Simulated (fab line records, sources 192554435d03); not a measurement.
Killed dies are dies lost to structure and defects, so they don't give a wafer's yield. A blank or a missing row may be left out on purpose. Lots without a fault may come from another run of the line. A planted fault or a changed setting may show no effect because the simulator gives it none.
A struck lot beside a sound one | flow n5_finfet | 15 steps out of a route of 1938
Sound: wafers L204.1, L204.4, L204.5. Struck: wafer L215.6. (L215.1, L215.2 of the same lot were not struck and are left out.) The cause comes at the end.
At each step with rows: each side's tool, then ch and its chambers, then its first start. Under that, the readings that differ: sound wafers | struck wafers | difference of the means | sigmas: that difference in standard deviations of wafers without a fault.
alike: readings whose means differ by less than 2 such deviations, and words and numbers that are the same on both sides. not compared: withheld readings, readings that some wafer has no value for, bounds like >300 that may hide the same value, and numbers for which the record gives no deviation and whose values overlap.
The two part at a step that has a row with sigmas, a row that says differs or no value, or rows on one side only. Numbers that don't overlap but have no deviation are shown without sigmas and don't part them. A reading that every wafer of one side lacks parts them only if that side has two wafers or more.

N5_BEOL_M14_ETCH_67: etches SiARC in CF4, target depth 143 nm, time 238.3 s.
  sound on rie_diel-06 ch 0,1,3, day 11 23:06; struck on rie_diel-06 ch 0, day 14 06:31
  alike: cf4_flow_sccm, drypump_motor_current_A, etch_rf_on_time_s, oes_product_au, rf_vpp_V, showerhead_plenum_p_Torr, throttle_valve_pct
  not compared: rf_hours_counter_h
then, 2 steps without rows for these wafers: N5_BEOL_M14_ETCH_68 (etches SOC in N2/H2, time 450 s); N5_BEOL_M14_STRIP_69 (strips in N2/H2).
N5_BEOL_M14_TRENCH_ETCH_34: etches SiO2 in C4F8/O2/Ar, target depth 556.65 nm, time 126.9 s.
  sound on rie_diel-06 ch 0,1,3, day 11 23:31; struck on rie_diel-06 ch 0, day 14 06:56
  alike: drypump_motor_current_A, oes_product_au, rf_vpp_V, showerhead_plenum_p_Torr, throttle_valve_pct
  not compared: rf_hours_counter_h
then, 1 step without rows for these wafers: N5_BEOL_M14_STRIP_70 (strips in C4F8/O2/Ar).
N5_BEOL_M14_OCD_MEAS_35:
  sound on ocd-01, day 11 23:40; struck on ocd-01, day 14 07:05
  reading              | sound       | struck | difference | sigmas
  trench_depth_nm (nm) | 576 564 539 | 586    | +26        | +2
then, 1 step without rows for these wafers: N5_BEOL_M14_STRIP_37 (strips in O2).
N5_BEOL_M14_ETCH_38: etches SiCN in CF4/N2, target depth 106.5 nm, time 120.6 s.
  sound on rie_diel-04 ch 1,2; struck on rie_diel-06 ch 0
  alike: cf4_flow_sccm, drypump_motor_current_A, oes_product_au, rf_vpp_V, showerhead_plenum_p_Torr, throttle_valve_pct
  not compared: rf_hours_counter_h
then, 2 steps without rows for these wafers: N5_BEOL_M14_PRECLEAN_39 (cleans in residue remover, time 60 s); N5_BEOL_M14_SRD_40 (time 30 s, dry time 30 s).
N5_BEOL_M14_DEGAS_41: time 60 s.
  sound on pvd_sputter-03, day 12 01:17; struck on pvd_sputter-02, day 14 09:12
  alike: heater_power_w
then, 1 step without rows for these wafers: N5_BEOL_M14_PRE_CLEAN_42 (time 30 s).
N5_BEOL_M14_SPUTTER_43: material TaN, target thk 15 nm, time 24.19 s.
  sound on pvd_sputter-03, day 12 01:22; struck on pvd_sputter-02, day 14 09:17
  reading                                      | sound        | struck | difference | sigmas
  model.TaN_of_BEOL_M14_SPUTTER_43.thk_nm (nm) | 15 14.8 15.2 | 12.8   | -2.2       |
  alike: throttle_valve_pct
N5_BEOL_M14_SPUTTER_44: material Ta, target thk 15 nm, time 24.19 s.
  sound on pvd_sputter-03, day 12 01:27; struck on pvd_sputter-02, day 14 09:22
  alike: throttle_valve_pct
N5_PASSIVATION_PROBE_49:
  the record has rows for the struck wafers here (prober-01, day 15 08:00) and none for the sound ones

WHERE THEY PART
First at N5_BEOL_M14_OCD_MEAS_35; last, within this record, at N5_PASSIVATION_PROBE_49.

WHY: what the simulator had put in
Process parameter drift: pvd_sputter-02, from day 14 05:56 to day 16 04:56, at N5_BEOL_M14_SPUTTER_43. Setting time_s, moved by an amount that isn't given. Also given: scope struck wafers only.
